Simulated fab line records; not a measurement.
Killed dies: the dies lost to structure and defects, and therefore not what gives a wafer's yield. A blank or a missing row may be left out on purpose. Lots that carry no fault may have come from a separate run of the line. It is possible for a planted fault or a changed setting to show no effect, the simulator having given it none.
A struck lot beside a sound one    flow nand-harc    15 out of 1302 route steps
Sound: the wafers L619.2, L619.3, L619.4. Struck: wafers L631.1, L631.2, L631.3. The cause is given at the end.
Each step with rows lists, per side, the tool, then ch with its chambers, then its first start. Under that, the readings that differ: sound wafers    struck wafers    difference of the means    sigmas: that difference in standard deviations of wafers without a fault.
alike: same words and numbers on both sides, and readings whose means sit less than 2 such deviations apart. not compared: any withheld reading, any reading some wafer has no value for, any bound like >300 that may hide the same value, and any number with overlapping values for which the record gives no deviation.
A row with sigmas, a row that says differs or no value, or rows on one side alone: a step with any of these is where the two part. When numbers do not overlap yet have no deviation, they are printed without sigmas and do not part them. A reading that every wafer of one side lacks parts them only if that side has two wafers or more.

first, 1 step without rows for these wafers: NHARC_A_ONON_D1_DEP_12 (target thk 1000 nm).
NHARC_A_ONON_D1_THK_MEAS_14: measures by ellipsometry.
  sound: film-metro-01 at day 7 14:37; struck: film-metro-02 at day 12 20:05
  alike: thk-nm
then, 2 steps without rows for these wafers: NHARC_A_ONON_D1_ANNEAL_15 (time 3600 s); NHARC_A_ONON_D1_DEP_16 (target thk 1000 nm).
NHARC_A_ONON_D1_THK_MEAS_18: measures by ellipsometry.
  sound: film-metro-02 at day 7 22:24; struck: film-metro-02 at day 13 03:48
reading      sound           struck       difference  sigmas
thk-nm (nm)  1011 1011 1011  984 986 986  -26         -3
after that, 1 step with no rows for these wafers: NHARC_A_ONON_D1_DEP_19 (target thk 1000 nm).
NHARC_A_ONON_D1_THK_MEAS_21: measures by ellipsometry.
  sound: film-metro-02 at day 7 22:58; struck: film-metro-01 at day 13 04:22
  alike: thk-nm
after that, 1 step with no rows for these wafers: NHARC_A_ONON_D1_DEP_22 (target thk 1000 nm).
NHARC_A_ONON_D1_THK_MEAS_24: measures by ellipsometry.
  sound: film-metro-01 at day 7 23:32; struck: film-metro-01 at day 13 04:56
  alike: thk-nm
after that, 1 step with no rows for these wafers: NHARC_A_ONON_D1_DEP_25 (target thk 1000 nm).
NHARC_A_ONON_D1_THK_MEAS_27: measures by ellipsometry.
  sound: film-metro-01 at day 8 00:05; struck: film-metro-02 at day 13 05:31
  alike: thk-nm
NHARC_A_ONON_D1_DEP_28: target thk 1000 nm.
  sound on pecvd-onon-03 ch 0, day 8 00:13; struck on pecvd-onon-04 ch 0, day 13 05:34
  alike: n2-flow-sccm
NHARC_A_ONON_D1_THK_MEAS_30: measures by ellipsometry.
  sound: film-metro-02 at day 8 00:40; struck: film-metro-01 at day 13 06:04
reading      sound        struck          difference  sigmas
thk-nm (nm)  997 996 997  1717 1715 1716  +719        +73
NHARC_A_ONON_D1_DEP_33: deposits SiO2, target thk 200 nm.
  sound on pecvd-03 ch 0,1,2, day 8 00:43; struck on pecvd-03 ch 0,1,2, day 13 06:08
  alike: heater-power-w, throttle-valve-pct
-- jump in the record: it breaks off in module A_ONON_D1 and resumes in module END (first step shown: number 1302 of the route), and 16 days separate the struck wafers' starts before and after --
NHARC_END_SORT_01:
  at this point the record logs the struck wafers (prober-02 ch 0, day 29 13:32) and has no rows for the sound ones

WHERE THEY PART
At NHARC_A_ONON_D1_THK_MEAS_18 first; at NHARC_END_SORT_01 last (within this record only).

WHY: the cause the simulator had injected
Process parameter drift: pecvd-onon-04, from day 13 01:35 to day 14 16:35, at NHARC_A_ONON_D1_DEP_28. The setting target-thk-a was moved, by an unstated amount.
